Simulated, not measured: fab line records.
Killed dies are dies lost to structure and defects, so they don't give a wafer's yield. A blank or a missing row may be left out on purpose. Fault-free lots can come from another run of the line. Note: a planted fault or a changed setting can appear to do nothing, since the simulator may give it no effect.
Matching of chambers	flow n5-finfet	4 sister chambers for N5_PASSIVATION_STRIP_14 on rie-diel-06
The step strips in O2. 7 wafers are shown with their chamber, then 8 later ones without.

== EACH WAFER AND ITS CHAMBER ==
wafer	chamber	drypump-motor-current-A (A)	showerhead-plenum-p-Torr (Torr)
L755.5	0	6.1	2.09
L756.1	1	6.0	2.05
L756.4	3	6.8	2.22
L758.3	1	5.9	2.05
L758.5	3	6.8	2.21
L758.6	0	6.1	2.09
L760.2	2	4.9	2.06

== WAFERS WITHOUT THEIR CHAMBER ==
wafer	drypump-motor-current-A (A)	showerhead-plenum-p-Torr (Torr)
L760.3	6.8	2.21
L760.5	5.9	2.05
L762.1	6.8	2.21
L762.2	4.9	2.06
L762.3	6.0	2.05
L766.1	6.1	2.09
L766.2	5.9	2.04
L766.5	4.9	2.05

== EACH ONE'S CHAMBER ==
wafer	from the rows above	in truth
L760.3	3	3
L760.5	1	1
L762.1	3	3
L762.2	2	2
L762.3	1	1
L766.1	0	0
L766.2	1	1
L766.5	2	2
Placed correctly: 8 of 8. Number that these rows cannot place: 0. 0 placed wrongly.
How it was worked out, from the rows above alone: a wafer's distance from a chamber is the root of the sum, over the readings, of the square of ((its reading less the chamber's mean) divided by the reading's scatter). The wafer belongs to the nearest chamber; if the next one is less than 2 further off, it can't be placed. A chamber's mean is the mean of its shown wafers. The scatter: take each reading less its chamber's mean, square it, sum over the shown wafers, divide by the number of wafers less the number of chambers, and take the root.
